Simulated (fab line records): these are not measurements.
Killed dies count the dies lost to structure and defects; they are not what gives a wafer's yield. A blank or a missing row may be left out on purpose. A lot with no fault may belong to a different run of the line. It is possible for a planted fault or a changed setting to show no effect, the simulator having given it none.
fab line records	flow n5_finfet
record: lots: 10	wafers: 26	last_day: 18
route steps=1938 shown BEOL_M0_SAQP@633 BEOL_M0@737 BEOL_M1@751 BEOL_M4@1111 PASSIVATION@1936
lots with no fault: from the same line, run without faults
start_h: hours from the record's first day to the start of the lot's first wafer shown	wait_h: hours from the lot's prior step to this one	" same as the row above	L1.1+2: a single row standing in for several wafers	- either no value or no given start	* or withheld: withheld	< > ~ a bound
route shown NAME@n: NAME is a module with steps in the file, n the number in the route of the first one	usual: mean and standard deviation over wafers with no fault	same: alike in all rows	chamber/n: place in a boat	sites: per-site readings	_std_site: the values' standard deviation	_edge_site: mean of outer sites minus mean of inner sites	radius_mm: for every site, how far away it sits from the centre of the wafer	mask NAME#n: copy n	behind: the tool/chamber that last shaped the wafer	hold: cause of the lot's hold/its duration in hours/its outcome	device: transistor that didn't switch, given as n, p or np	end of line: at the end of the route, the tests of the same wafers	step lacking rows: just its recipe	killed: dies that structure and defects cost at the first sort, which is not the same as the wafer's yield	map: shows each die of a wafer: x if killed, . if not, _ if none is there
set.NAME: the run value of the setting; set.NAME@STEP: its run value at that earlier step	model.NAME: the simulator's own value behind a step, which no gauge read
steps of the route over a sample of lots; a table a step, a row a wafer
services: a tool's chamber out of use, with start hour (start_h, from the record's first day; less than 0 if before it), hours out, and reason
== steps ==
step: N5_BEOL_M0_SAQP_ILD_DEP_01
recipe: material: SiOC	target_thk_a: 454.19	temp_c: 350	precursor: DEMS/O2	pressure_torr: 5	rf_w: 500	time_s: 8.7
usual: heater_power_w: 566/75	showerhead_plenum_p_Torr: 5.696/0.019	showerhead_vpp_V: 1349/51	susceptor_temp_C: 350.00/0.2	throttle_valve_pct: 12.0/0.51
lot.wafer	tool	chamber	start_h	wait_h	heater_power_w	showerhead_plenum_p_Torr	showerhead_vpp_V	susceptor_temp_C	throttle_valve_pct
L389.2	pecvd-02	1	120.91	0.0	557	5.708	1386	350.10	12.7
L389.5	"	1	"	"	571	5.721	1411	349.91	12.5
L392.2	pecvd-04	1	141.56	0.0	632	5.661	1299	349.92	11.9
L392.3	"	2	"	"	584	5.720	1355	349.84	11.2
L392.4	"	2	"	"	581	5.729	1346	350.14	11.4
L394.2	pecvd-04	1	152.05	0.0	522	5.669	1321	350.07	12.1
L394.3	"	0	"	"	677	5.695	1372	349.60	12.7
L394.4	"	2	"	"	583	5.705	1359	-	11.2
L396.1	pecvd-04	2	160.10	0.0	597	5.735	1350	349.92	11.3
L396.2	"	0	"	"	564	5.676	1348	350.05	12.4
L396.5	"	1	"	"	633	5.657	1292	-	12.0
L400.1	pecvd-02	2	189.04	0.0	428	5.702	1250	350.13	12.2
L400.5	"	1	"	"	647	5.685	1409	349.77	12.6
L403.4	pecvd-02	0	200.50	0.0	460	5.719	1369	350.07	12.0
L403.6	"	1	"	"	554	5.705	1404	349.86	12.5
L406.4	pecvd-03	0	216.98	0.0	577	5.696	1426	350.30	11.7
L406.5	"	1	"	"	669	5.685	1451	349.95	12.3
L406.6	"	0	"	"	563	5.699	1393	350.18	12.0
L407.2	pecvd-04	1	224.90	0.0	553	5.665	1298	350.09	12.1
L407.4	"	2	"	"	598	5.718	1363	349.90	11.3
L407.5	"	0	"	"	599	5.679	1336	349.80	12.3
L408.1	pecvd-04	2	231.33	0.0	503	5.719	1370	349.78	11.0
L408.3	"	1	"	"	546	5.673	1303	349.85	12.2
L408.6	"	0	"	"	616	5.691	1342	349.96	12.7
L410.4	pecvd-03	1	243.61	0.0	608	5.680	1461	349.77	12.4
L410.6	"	0	"	"	505	5.688	1391	350.02	12.0
step: N5_BEOL_M0_ANNEAL_133
recipe: temp_c: 400	time_s: 60	ambient: vacuum
usual: heater_power_w: 812/78	susceptor_temp_C: 399.99/0.21
lot.wafer	tool	chamber	start_h	wait_h	heater_power_w	susceptor_temp_C
L389.2	pvd_sputter-03	-	133.53	0.0	746	399.71
L389.5	"	-	"	"	740	400.33
L392.2	pvd_sputter-01	-	153.16	0.0	864	399.96
L392.3	"	-	"	"	703	399.90
L392.4	"	-	"	"	862	400.28
L394.2	pvd_sputter-02	-	166.22	0.0	785	400.16
L394.3	"	-	"	"	827	400.08
L394.4	"	-	"	"	714	399.79
L396.1	pvd_sputter-01	-	169.50	0.0	826	399.60
L396.2	"	-	"	"	865	399.52
L396.5	"	-	"	"	859	400.06
L400.1	pvd_sputter-03	-	200.56	0.0	749	399.84
L400.5	"	-	"	"	828	399.82
L403.4	pvd_sputter-01	-	212.08	0.0	698	399.75
L403.6	"	-	"	"	829	400.28
L406.4	pvd_sputter-02	-	229.27	0.0	852	399.62
L406.5	"	-	"	"	815	399.95
L406.6	"	-	"	"	998	399.87
L407.2	pvd_sputter-01	-	235.98	0.0	862	400.04
L407.4	"	-	"	"	855	400.08
L407.5	"	-	"	"	848	399.75
L408.1	pvd_sputter-02	-	248.22	0.0	817	399.65
L408.3	"	-	"	"	777	400.16
L408.6	"	-	"	"	1017	399.74
L410.4	pvd_sputter-02	-	258.11	0.0	696	400.11
L410.6	"	-	"	"	979	399.89
step: N5_BEOL_M0_CMP_120
recipe: stop_on: SiOC	t_overpolish_s: 6.9	down_force_psi: 1	platen_rpm: 50	clearing_platen_down_force_psi: 1.5	clearing_platen_rpm: 50	post_cmp_clean: cu_alkaline	clearing_platen_pad_velocity_m_s: 0.99484	pad_velocity_m_s: 0.99484
usual: barrier_field_endpoint_s: 3.67/0.11	motor_current_A: 6.1/0.45	overpolish_run_s: 6.901/0.0097	time_to_endpoint_s: 63.8/2.8
lot.wafer	tool	chamber	start_h	wait_h	barrier_field_endpoint_s	motor_current_A	overpolish_run_s	time_to_endpoint_s
L389.2	cmp-03	1	134.41	0.3	3.82	6.4	6.905	65.5
L389.5	"	2	"	"	3.75	7.0	6.906	61.7
L392.3	cmp-03	2	153.81	0.2	3.58	7.1	6.905	61.8
L392.2	"	0	"	"	3.77	6.3	6.898	63.6
L392.4	"	1	"	"	3.64	6.3	6.910	64.2
L394.2	cmp-03	0	166.91	0.2	3.60	5.8	6.908	63.5
L394.4	"	1	"	"	3.58	6.6	6.890	64.5
L394.3	"	2	"	"	3.64	7.1	6.910	60.1
L396.2	cmp-03	3	170.17	0.2	3.44	6.6	6.896	60.8
L396.1	"	0	"	"	3.54	5.9	6.908	61.7
L396.5	"	0	"	"	3.61	6.0	6.898	64.8
L400.1	cmp-03	0	201.45	0.4	3.79	5.9	6.901	67.1
L400.5	"	2	"	"	3.77	7.0	6.904	62.7
L403.4	cmp-04	1	212.79	0.2	3.69	6.3	6.899	64.9
L403.6	"	0	"	"	3.64	5.9	6.890	61.9
L406.4	cmp-04	1	229.96	0.1	3.78	6.0	6.904	64.0
L406.6	"	1	"	"	3.76	6.1	6.892	62.2
L406.5	"	2	"	"	3.74	6.2	6.888	63.9
L407.2	cmp-03	0	236.63	0.2	3.57	6.4	6.922	61.4
L407.4	"	3	"	"	3.69	6.4	6.898	66.5
L407.5	"	1	"	"	3.60	6.3	6.919	63.7
L408.1	cmp-03	1	248.96	0.3	3.92	6.2	6.903	67.4
L408.3	"	2	"	"	3.67	7.3	6.899	60.5
L408.6	"	3	"	"	3.86	6.7	6.907	63.3
L410.4	cmp-01	2	258.89	0.2	3.55	5.7	6.904	62.0
L410.6	"	3	"	"	3.71	6.3	6.902	66.4
step: N5_BEOL_M0_RS_MEAS_126
recipe: thk_meas_gauge: four-point-probe	reads: Co_of_BEOL_M0_CO_CAP_123+Cu_of_BEOL_M0_ECD_118+Co_of_BEOL_M0_CVD_115+TaN_of_BEOL_M0_ALD_136
usual: M0_RS: 0.524/0.016
lot.wafer	tool	chamber	start_h	wait_h	M0_RS[ohm/sq]
L389.2	film_metro-01	-	135.20	0.1	0.517
L389.5	"	-	"	"	0.514
L392.2	film_metro-02	-	154.37	0.1	0.534
L392.3	"	-	"	"	0.535
L392.4	"	-	"	"	0.508
L394.2	film_metro-01	-	167.43	0.1	0.537
L394.3	"	-	"	"	0.548
L394.4	"	-	"	"	0.696
L396.1	film_metro-01	-	170.73	0.0	0.516
L396.2	"	-	"	"	0.520
L396.5	"	-	"	"	0.782
L400.1	film_metro-01	-	201.89	0.0	0.516
L400.5	"	-	"	"	0.516
L403.4	film_metro-01	-	213.30	0.0	0.520
L403.6	"	-	"	"	0.531
L406.4	film_metro-01	-	230.68	0.1	0.521
L406.5	"	-	"	"	0.511
L406.6	"	-	"	"	0.543
L407.2	film_metro-01	-	237.18	0.1	0.522
L407.4	"	-	"	"	0.517
L407.5	"	-	"	"	0.524
L408.1	film_metro-01	-	249.44	0.0	0.532
L408.3	"	-	"	"	0.544
L408.6	"	-	"	"	0.535
L410.4	film_metro-01	-	259.34	0.0	0.498
L410.6	"	-	"	"	0.513
step: N5_BEOL_M1_ILD_DEP_00
recipe: material: SiOC	target_thk_a: 790	temp_c: 350	precursor: DEMS/O2	pressure_torr: 5	rf_w: 500	time_s: 15.3
usual: heater_power_w: 513/97	showerhead_plenum_p_Torr: 5.699/0.017	showerhead_vpp_V: 1354/50	susceptor_temp_C: 349.99/0.2	throttle_valve_pct: 12.3/0.63
lot.wafer	tool	chamber	start_h	wait_h	heater_power_w	showerhead_plenum_p_Torr	showerhead_vpp_V	susceptor_temp_C	throttle_valve_pct
L389.2	pecvd-01	2	135.26	0.0	494	5.701	1421	350.30	11.6
L389.5	"	1	"	"	436	5.697	1340	349.78	13.4
L392.2	pecvd-04	1	154.43	0.0	513	5.661	1303	349.67	12.4
L392.3	"	0	"	"	688	5.689	1398	350.00	12.7
L392.4	"	0	"	"	709	5.693	1366	350.01	12.6
L394.2	pecvd-01	0	167.49	0.0	390	5.681	1380	350.24	12.6
L394.3	"	2	"	"	473	5.721	1378	350.02	11.8
L394.4	"	1	"	"	481	5.695	1335	350.05	13.5
L396.1	pecvd-01	0	170.79	0.0	355	5.670	1403	350.07	12.5
L396.2	"	1	"	"	482	5.707	1337	350.17	13.5
L396.5	"	2	"	"	488	5.691	1410	349.95	11.5
L400.1	pecvd-01	1	201.95	0.0	492	5.700	1336	350.22	13.3
L400.5	"	0	"	"	361	5.678	1406	350.00	12.9
L403.4	pecvd-01	0	213.38	0.1	326	5.677	1413	349.96	12.4
L403.6	"	2	"	"	471	5.711	1431	349.95	12.0
L406.4	pecvd-01	1	230.76	0.1	489	5.711	1337	349.99	13.3
L406.5	"	0	"	"	295	5.697	1392	350.01	12.5
L406.6	"	2	"	"	481	5.704	1450	349.62	12.0
L407.2	pecvd-04	1	237.25	0.0	539	5.682	1289	350.08	12.2
L407.4	"	0	"	"	607	5.676	1362	350.00	12.6
L407.5	"	2	"	"	527	5.722	1337	350.13	11.4
L408.1	pecvd-02	1	249.50	0.0	592	5.695	1434	350.01	12.6
L408.3	"	1	"	"	611	5.716	1423	349.86	12.3
L408.6	"	2	"	"	426	5.693	1279	349.71	12.1
L410.4	pecvd-01	2	259.41	0.1	544	5.708	1417	349.99	11.8
L410.6	"	0	"	"	315	5.669	1398	350.06	12.7
step: N5_BEOL_M4_RC_MEAS_101
usual: DIBL_N: 36.3/1.7	DIBL_P: 36.0/1.9	IOFF_N: 0.156/0.028	IOFF_P: 0.21/0.036	ION_N: 675/11	ION_P: 463/7.8	SS_N: 71.6/0.59	SS_P: 73.2/0.63	VT_N: 250/3.1	VT_P: -251/3.4
lot.wafer	tool	chamber	start_h	wait_h	DIBL_N[mV/V]	DIBL_P[mV/V]	IOFF_N[nA/um]	IOFF_P[nA/um]	ION_N[uA/um]	ION_P[uA/um]	SS_N[mV/dec]	SS_P[mV/dec]	VT_N[mV]	VT_P[mV]
L389.2	prober-01	0	175.46	0.2	36.3	36.5	0.166	0.22	681	471	72.3	73.6	250	-249
L389.5	"	0	"	"	35.4	36.5	0.161	0.21	682	468	72.3	72.4	246	-252
L392.2	prober-02	0	193.92	0.2	34.2	33.5	0.128	0.19	673	464	71.0	72.3	250	-252
L392.3	"	0	"	"	35.6	35.0	0.146	0.22	661	457	71.8	72.8	252	-249
L392.4	"	0	"	"	36.1	34.7	0.155	0.21	667	461	71.4	72.6	251	-248
L396.1	prober-02	0	209.78	0.0	37.3	36.2	0.177	0.23	682	471	70.9	73.5	246	-246
L396.2	"	0	"	"	36.5	35.0	0.164	0.20	685	467	71.9	72.8	246	-251
L396.5	"	0	"	"	36.4	34.8	0.154	0.20	675	465	71.1	73.7	248	-251
L394.2	prober-01	0	210.53	0.2	37.0	37.0	0.159	0.22	675	461	71.3	73.8	248	-247
L394.3	"	0	"	"	37.8	38.1	0.195	0.26	691	475	71.4	73.9	245	-244
L394.4	"	0	"	"	36.4	35.9	0.144	0.20	662	458	72.1	73.5	250	-249
L400.1	prober-02	0	250.83	0.0	36.5	35.3	0.171	0.25	693	481	72.3	73.4	246	-245
L400.5	"	0	"	"	37.8	36.9	0.193	0.27	691	480	72.7	74.0	246	-246
L403.4	prober-01	0	255.93	0.5	40.2	41.1	0.209	0.23	693	466	72.1	74.6	249	-250
L403.6	"	0	"	"	36.7	37.4	0.144	0.17	678	462	70.8	72.9	253	-254
L406.4	prober-02	0	280.73	0.5	34.3	33.0	0.118	0.17	655	451	70.8	72.6	254	-255
L406.5	"	0	"	"	35.0	33.9	0.126	0.17	660	457	71.0	72.8	254	-253
L406.6	"	0	"	"	38.6	39.0	0.200	0.26	683	467	71.6	74.1	245	-248
L408.1	prober-01	0	298.73	0.0	36.7	35.2	0.144	0.20	683	471	71.3	73.2	250	-248
L408.3	"	0	"	"	34.6	33.2	0.118	0.18	669	463	70.9	72.8	254	-251
L408.6	"	0	"	"	36.0	34.7	0.136	0.20	680	471	71.5	72.8	252	-249
L407.2	prober-02	0	299.00	0.2	37.6	37.5	0.179	0.24	679	465	71.9	73.8	246	-247
L407.4	"	0	"	"	36.6	35.7	0.157	0.22	679	470	71.0	72.6	248	-249
L407.5	"	0	"	"	37.2	36.1	0.168	0.23	686	477	72.1	72.5	246	-248
L410.4	prober-01	0	320.54	0.5	36.5	35.5	0.142	0.22	667	466	71.1	72.7	250	-247
L410.6	"	0	"	"	41.0	40.2	0.249	0.32	689	478	72.7	74.6	242	-245
step: N5_PASSIVATION_PROBE_49
usual: defect_limited_yield: 91.5/1.5	killed_at_M0_to_M3: 30/11	killed_at_M4_up: 13/4.9	killed_at_contacts: 14/6.5	killed_at_front_end: 40/11	killed_at_other: 3.3/2.7	killed_dies: 100/18	killed_open: 67/14	killed_short: 32/7.8	sort_bin_5_function: 5.0/0.97	sort_bin_6_memory: 3.2/0.75	sort_n_pass: 1080/18	sort_yield_pct: 91.5/1.5
same: gross_dies: 1180	killed_at_back_side: 0	sort_bin_4_leakage[%]: 0	sort_bin_8_speed[%]: 0
lot.wafer	tool	chamber	start_h	wait_h	defect_limited_yield[%]	killed_at_M0_to_M3	killed_at_M4_up	killed_at_contacts	killed_at_front_end	killed_at_other	killed_dies	killed_open	killed_short	sort_bin_5_function[%]	sort_bin_6_memory[%]	sort_n_pass	sort_yield_pct[%]
L406.4	prober-01	-	385.06	0.2	93.4	24	17	18	19	0	78	59	17	3.6	2.8	1102	93.4
L406.5	prober-01	-	385.11	0.2	91.6	31	14	17	30	7	99	65	33	5.0	3.1	1081	91.6
L406.6	prober-01	-	385.16	0.3	93.0	16	9	15	41	2	83	59	23	4.7	2.1	1097	93.0
L407.2	prober-02	-	399.63	0.1	91.6	33	22	10	34	0	99	68	31	4.8	3.4	1081	91.6
L407.4	prober-02	-	399.73	0.2	93.1	18	18	6	38	2	82	50	30	4.3	2.2	1098	93.1
L407.5	prober-02	-	399.78	0.2	90.3	34	23	14	41	2	114	74	34	6.1	2.9	1066	90.3
killed by level:class
L406.4 MOL_CONTACT_COAG:geometric_particle:open=16 BEOL_M2:geometric_particle:open=8 BEOL_M4:geometric_particle:open=6 FIN_SAQP:geometric_particle:short=5 BEOL_M0_SAQP:geometric_particle:short=4 BEOL_M0_SAQP:geometric_particle:open=4 STI_FIN_REVEAL:geometric_particle:open=3 DUMMY_GATE:geometric_particle:open=3
L406.5 MOL_CONTACT_COAG:geometric_particle:open=13 BEOL_M0_SAQP:geometric_particle:open=12 BEOL_M1:geometric_particle:open=7 BEOL_M2:geometric_particle:open=5 BEOL_M4:geometric_particle:open=5 FIN_SAQP:geometric_particle:open=4 FIN_SAQP:geometric_particle:short=4 BEOL_M0_SAQP:geometric_particle:short=4
L406.6 FIN_SAQP:geometric_particle:open=15 MOL_CONTACT_COAG:geometric_particle:open=15 FIN_SAQP:geometric_particle:short=7 BEOL_M1:geometric_particle:open=7 ILD0:geometric_particle:short=5 BEOL_M2:geometric_particle:open=5 STI_FIN_REVEAL:geometric_particle:open=4 GATE_CUT:geometric_particle:short=3
L407.2 BEOL_M4:geometric_particle:open=12 BEOL_M0_SAQP:geometric_particle:open=12 FIN_SAQP:geometric_particle:open=10 MOL_CONTACT_COAG:geometric_particle:open=9 BEOL_M0_SAQP:geometric_particle:short=9 FIN_SAQP:geometric_particle:short=7 BEOL_M2:geometric_particle:open=6 STI_FIN_REVEAL:geometric_particle:open=5
L407.4 BEOL_M4:geometric_particle:open=12 FIN_SAQP:geometric_particle:open=11 FIN_SAQP:geometric_particle:short=10 BEOL_M0_SAQP:geometric_particle:short=5 MOL_CONTACT_COAG:geometric_particle:open=4 BEOL_M2:geometric_particle:open=4 GATE_CUT:geometric_particle:short=3 BEOL_M0_SAQP:geometric_particle:open=3
L407.5 MOL_CONTACT_COAG:geometric_particle:open=11 BEOL_M4:geometric_particle:open=11 FIN_SAQP:geometric_particle:open=10 FIN_SAQP:geometric_particle:short=9 BEOL_M0_SAQP:geometric_particle:open=9 BEOL_M2:geometric_particle:open=6 BEOL_M0_SAQP:geometric_particle:short=5 BEOL_M3:geometric_particle:open=5
== services ==
tool	chamber	start_h	hours	kind
pecvd-01	-	101.96	2.1	repair
cmp-01	-	102.64	6.9	pm
cmp-03	-	104.47	0.5	repair
cmp-01	-	133.70	17.0	pm
cmp-04	-	135.94	6.4	repair
cmp-03	-	149.76	4.0	pm
cmp-03	-	153.76	-	consumable_replace:conditioner
cmp-03	-	153.76	-	consumable_replace:pad
pecvd-01	-	160.34	2.7	repair
cmp-01	-	161.94	2.5	repair
cmp-04	-	163.48	4.0	pm
cmp-04	-	167.48	-	consumable_replace:conditioner
cmp-04	-	167.48	-	consumable_replace:pad
pecvd-04	-	169.48	6.0	pm
pecvd-02	-	181.92	2.8	pm
pecvd-01	2	184.32	17.0	repair
pecvd-02	1	202.94	2.1	scheduled_down
pecvd-02	-	207.67	14.6	pm
cmp-01	-	210.13	3.9	repair
cmp-01	-	218.67	0.6	repair
pecvd-03	-	231.62	0.9	repair
cmp-01	-	234.27	4.8	repair
pecvd-02	0	234.62	16.0	repair
cmp-03	-	256.62	4.3	pm
== key ==
first_sign: step: N5_BEOL_M0_RS_MEAS_126	reading: M0_RS	direction: up	sigmas: 13	usual: 0.524	struck: 0.739
effect none on later readings
met_at N5_BEOL_M0_SAQP_ILD_DEP_01
struck_lots L394,L396
struck_wafers L394.4,L396.5
not_acting_at N5_BEOL_M0_ANNEAL_133,N5_BEOL_M0_CMP_120,N5_BEOL_M1_ILD_DEP_00
onset_between 141.56 152.05
fault: kind: process_parameter_drift	tool: pecvd-04	chamber: -	onset_h: 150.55	steps: N5_BEOL_M0_SAQP_ILD_DEP_01	channel: time_s	offset: *	shape: step	end_h: 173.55	scope: struck_wafers_only	acts_in: *	stated: *
